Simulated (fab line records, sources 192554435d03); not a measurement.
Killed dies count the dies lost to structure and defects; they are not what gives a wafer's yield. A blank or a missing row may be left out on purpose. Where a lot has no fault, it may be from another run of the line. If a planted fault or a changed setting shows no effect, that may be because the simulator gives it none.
Chamber matching	flow n5-finfet	rie-diel-02 running N5_BEOL_M13_ETCH_59: 4 sister chambers
The step etches BARC in N2/H2, target depth 89 nm, overetch 26.7 nm, time 67.9 s. 7 wafers are shown with their chamber, then 8 later ones without.

WAFERS WITH THEIR CHAMBER
wafer	chamber	oes-product-au (a.u.)	throttle-valve-pct (%)
L084.4	1	0.59	18.01
L084.5	0	0.60	18.24
L084.6	3	0.65	18.23
L086.2	2	0.83	17.64
L086.3	1	0.59	18.02
L086.4	0	0.60	18.28
L090.1	3	0.64	18.24

WAFERS WITHOUT THEIR CHAMBER
wafer	oes-product-au (a.u.)	throttle-valve-pct (%)
L090.2	0.59	18.01
L090.4	0.61	18.25
L091.2	0.81	17.66
L091.4	0.59	18.03
L091.5	0.59	18.03
L093.1	0.58	18.06
L093.2	0.59	18.28
L093.4	0.76	17.67

EACH ONE'S CHAMBER
wafer	from the rows above	in truth
L090.2	1	1
L090.4	0	0
L091.2	2	2
L091.4	1	1
L091.5	1	1
L093.1	1	1
L093.2	0	0
L093.4	2	2
Correctly placed: 8 of 8. Left unplaced by these rows: 0. Number placed wrongly: 0.
How it was worked out, from the rows above alone: a wafer's distance from a chamber is the root of the sum, over the readings, of the square of ((its reading less the chamber's mean) divided by the reading's scatter). The wafer belongs to the nearest chamber; if the next one is less than 2 further off, it can't be placed. A chamber's mean is the mean of its shown wafers. The scatter is the square root of a quotient: the sum, over the shown wafers, of each reading's squared deviation from its chamber's mean, divided by wafers minus chambers.
